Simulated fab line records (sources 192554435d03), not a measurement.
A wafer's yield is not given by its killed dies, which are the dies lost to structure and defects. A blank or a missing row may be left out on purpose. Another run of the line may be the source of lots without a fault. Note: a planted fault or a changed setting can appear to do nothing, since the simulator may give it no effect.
Split-lot trial    flow n5-finfet    39 wafers read across 7 lots, on a route 1938 steps long

ABOUT THE SPLIT
At N5_BEOL_M5_TRENCH_ETCH_37 (etches SiCOH lowk in C4F6/O2, target depth 71.652 nm, time 24.7 s), the setting target-depth-a was moved away from the recipe's 716.52 angstrom on 12 of the 39 wafers read, by -20.5% to +59.0%. For the rest of the wafers, this setting stayed at what the recipe calls for.

FROM THE SPLIT TO THE READING: what the file shows between them, 13 steps
- N5_BEOL_M5_ETCH_41: etches SiCN in CH3F/O2, target depth 31.5 nm, time 56.7 s
- N5_BEOL_M5_STRIP_91: strips in N2/H2, time 10 s
- N5_BEOL_M5_OCD_MEAS_38
- N5_BEOL_M5_HM_STRIP_39: strips TiN in peroxide tin strip, target depth 25 nm, time 158 s
- N5_BEOL_M5_SRD_40: time 30 s
- N5_BEOL_M5_ECD_50: material Cu, target thk 300 nm
- N5_BEOL_M5_ANNEAL_51: time 90 s
- N5_BEOL_M5_CMP_52: polishes, stops on SiCOH lowk, t overpolish 6.9 s, target thk 62 nm
- N5_BEOL_M5_THK_MEAS_53: measures by xrf
- N5_BEOL_M5_PRE_CLEAN_77: time 15 s
- N5_BEOL_M5_CO_CAP_78: material Co, precursor CCTBA/H2, target thk 2 nm, time 102.1 s
- N5_BEOL_M5_PRE_CLEAN_55: time 15 s
- N5_BEOL_M5_DEP_56: deposits SiCN from 3MS/NH3, target thk 8 nm, time 14 s

THE READING
M5_RS in ohm/sq, measured at N5_BEOL_M5_RS_MEAS_57 by four-point-probe. A value of 0.389 ohm/sq with a standard deviation of 0.019 ohm/sq is what fault-free wafers of this fab line usually give.

wafer   tool, chamber at the split  target-depth-a as run, angstrom  against the recipe  M5_RS, ohm/sq  against lot-mates on the recipe
L083.1  rie-diel-02, 0              716.52                           recipe              0.379          -
L083.2  rie-diel-02, 1              716.52                           recipe              0.386          -
L083.3  rie-diel-02, 3              716.52                           recipe              0.370          -
L083.4  rie-diel-02, 0              716.52                           recipe              0.391          -
L083.5  rie-diel-02, 3              716.52                           recipe              0.372          -
L083.6  rie-diel-02, 1              716.52                           recipe              0.390          -
L084.1  rie-diel-02, 3              716.52                           recipe              0.349          -
L084.2  rie-diel-02, 1              716.52                           recipe              0.343          -
L084.3  rie-diel-02, 0              1058                             +47.7%              0.221          -0.129
L084.4  rie-diel-02, 3              1058                             +47.7%              0.215          -0.135
L084.5  rie-diel-02, 1              716.52                           recipe              0.359          -
L084.6  rie-diel-02, 0              1058                             +47.7%              0.218          -0.132
L087.1  rie-diel-06, 1              716.52                           recipe              0.395          -
L087.2  rie-diel-06, 2              716.52                           recipe              0.410          -
L087.4  rie-diel-06, 0              716.52                           recipe              0.431          -
L086.1  rie-diel-05, 3              716.52                           recipe              0.397          -
L086.2  rie-diel-05, 2              716.52                           recipe              0.382          -
L086.3  rie-diel-05, 1              716.52                           recipe              0.363          -
L086.4  rie-diel-05, 2              716.52                           recipe              0.367          -
L086.5  rie-diel-05, 3              716.52                           recipe              0.402          -
L086.6  rie-diel-05, 1              716.52                           recipe              0.355          -
L092.1  rie-diel-02, 3              716.52                           recipe              0.376          -
L092.2  rie-diel-02, 1              569.5                            -20.5%              0.548          +0.165
L092.3  rie-diel-02, 1              716.52                           recipe              0.388          -
L092.4  rie-diel-02, 3              569.5                            -20.5%              0.538          +0.155
L092.5  rie-diel-02, 3              569.5                            -20.5%              0.529          +0.146
L092.6  rie-diel-02, 1              716.52                           recipe              0.386          -
L091.1  rie-diel-06, 1              716.52                           recipe              0.423          -
L091.2  rie-diel-06, 3              843.8                            +17.8%              0.297          -0.114
L091.3  rie-diel-06, 0              843.8                            +17.8%              0.320          -0.091
L091.4  rie-diel-06, 2              716.52                           recipe              0.400          -
L091.5  rie-diel-06, 3              843.8                            +17.8%              0.303          -0.108
L091.6  rie-diel-06, 2              716.52                           recipe              0.411          -
L097.1  rie-diel-06, 0              716.52                           recipe              0.413          -
L097.2  rie-diel-06, 1              1139                             +59.0%              0.211          -0.194
L097.3  rie-diel-06, 2              1139                             +59.0%              0.218          -0.187
L097.4  rie-diel-06, 3              1139                             +59.0%              0.211          -0.194
L097.5  rie-diel-06, 2              716.52                           recipe              0.423          -
L097.6  rie-diel-06, 3              716.52                           recipe              0.380          -

THE FIT
A straight line over all 39 wafers: M5_RS changes by -0.00365 ohm/sq for each +1% of target-depth-a; r = -0.93; the points scatter about the line by 0.031 ohm/sq.
The same after taking each lot's own level away (the mean of its wafers on the recipe; 39 wafers): -0.00362 ohm/sq for each +1%; r = -0.93; scatter 0.03 ohm/sq.
Per that fit: largest target-depth-a move, reading shift of 0.21 ohm/sq.
The lots' own levels span 0.3503 to 0.4120 ohm/sq, that is 3.2 times the standard deviation above.
So the lot-to-lot level changes the slope little: the two slopes agree.
Check: for one of the wafers moved furthest among these (+59.0%), held out of the fit, the line's prediction against its lot-mates is -0.208 ohm/sq. It came out at -0.194 ohm/sq against them.

FURTHER SPLITS ON THESE WAFERS
These wafers also went through other splits before the reading. Each is held against what the fit with the lots' levels taken away leaves over:
other split on the same wafers     wafers away from the commonest value  r with M5_RS (lot level and that fit taken away)
N5_BEOL_M1_HM_DEP_02 target-thk-a  9                                     -0.15

THE WHOLE CHAIN: every reading that the file lists as answering this split, in the file's order
step                       what it does                                                         reading                                                                           change (the file's fit)                 r (the file's)
N5_BEOL_M5_TRENCH_ETCH_37  etches SiCOH lowk in C4F6/O2, target depth 71.652 nm, time 24.7 s    etch.depth-nm (the simulator's own value, which no gauge read)                    +0.73 nm for each +1% of the setting    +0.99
N5_BEOL_M5_TRENCH_ETCH_37  etches SiCOH lowk in C4F6/O2, target depth 71.652 nm, time 24.7 s    BEOL_M5.feature-depth-nm (the simulator's own value, which no gauge read)         +0.73 nm for each +1% of the setting    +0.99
N5_BEOL_M5_TRENCH_ETCH_37  etches SiCOH lowk in C4F6/O2, target depth 71.652 nm, time 24.7 s    TiN_of_BEOL_M5_HM_DEP_02.thk-nm (the simulator's own value, which no gauge read)  -0.0221 nm for each +1% of the setting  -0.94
N5_BEOL_M5_OCD_MEAS_38                                                                          trench-depth-nm                                                                   +0.732 nm for each +1% of the setting   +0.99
N5_BEOL_M5_CMP_52          polishes, stops on SiCOH lowk, t overpolish 6.9 s, target thk 62 nm  Cu_of_BEOL_M5_ECD_50.thk-nm (the simulator's own value, which no gauge read)      +0.733 nm for each +1% of the setting   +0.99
N5_BEOL_M5_THK_MEAS_53     measures by xrf                                                      M5_THK                                                                            +0.752 for each +1% of the setting      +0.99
N5_BEOL_M5_RS_MEAS_57      measures by four-point-probe                                         M5_RS                                                                             -0.0035 for each +1% of the setting     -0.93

FILE'S OWN FIT
M5_RS changes by -0.0035 ohm/sq for each +1% of target-depth-a, r = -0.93.
